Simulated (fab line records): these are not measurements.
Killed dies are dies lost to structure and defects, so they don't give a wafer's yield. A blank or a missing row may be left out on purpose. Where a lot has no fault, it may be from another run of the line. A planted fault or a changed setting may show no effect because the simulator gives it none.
Chamber matching + flow nandHarc + NHARC_P_M2_PRE_CLEAN_32 on pecvd-03: 3 sister chambers
The step time 12 s. 3 wafers are shown with their chamber, then 10 later ones without.

== WAFERS, EACH WITH ITS CHAMBER ==
| wafer  | chamber | heaterPowerW (W) |
|--------|---------|------------------|
| L087.6 | 0       | 514              |
| L089.1 | 2       | 661              |
| L089.2 | 1       | 685              |

== WAFERS WHOSE CHAMBER IS MISSING ==
| wafer  | heaterPowerW (W) |
|--------|------------------|
| L089.6 | 579              |
| L091.1 | 576              |
| L091.2 | 712              |
| L091.4 | 708              |
| L092.3 | 581              |
| L092.4 | 668              |
| L092.5 | 721              |
| L093.2 | 584              |
| L093.3 | 720              |
| L093.5 | 579              |

== WHICH CHAMBER EACH ONE RAN IN ==
| wafer  | from the rows above          | in truth |
|--------|------------------------------|----------|
| L089.6 | can't be placed: 0 or 2 or 1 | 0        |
| L091.1 | can't be placed: 0 or 2 or 1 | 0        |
| L091.2 | can't be placed: 1 or 2      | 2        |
| L091.4 | can't be placed: 1 or 2      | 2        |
| L092.3 | can't be placed: 0 or 2 or 1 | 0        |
| L092.4 | can't be placed: 2 or 1      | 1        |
| L092.5 | can't be placed: 1 or 2      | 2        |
| L093.2 | can't be placed: 0 or 2 or 1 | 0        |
| L093.3 | can't be placed: 1 or 2      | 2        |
| L093.5 | can't be placed: 0 or 2 or 1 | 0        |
Correct placement for 0 of the 10. Cannot be placed on the basis of these rows: 10; the candidates contain the true chamber in 10. Placed wrongly: 0.
How it was worked out, from the rows above alone: a wafer's distance from a chamber is the root of the sum, over the readings, of the square of ((its reading less the chamber's mean) divided by the reading's scatter). The wafer belongs to the nearest chamber; if the next one is less than 2 further off, it can't be placed. A chamber's mean is the mean of its shown wafers. The scatter: with one shown wafer a chamber, the root of the mean of the squares of how far each hidden wafer lies from its nearest shown one.
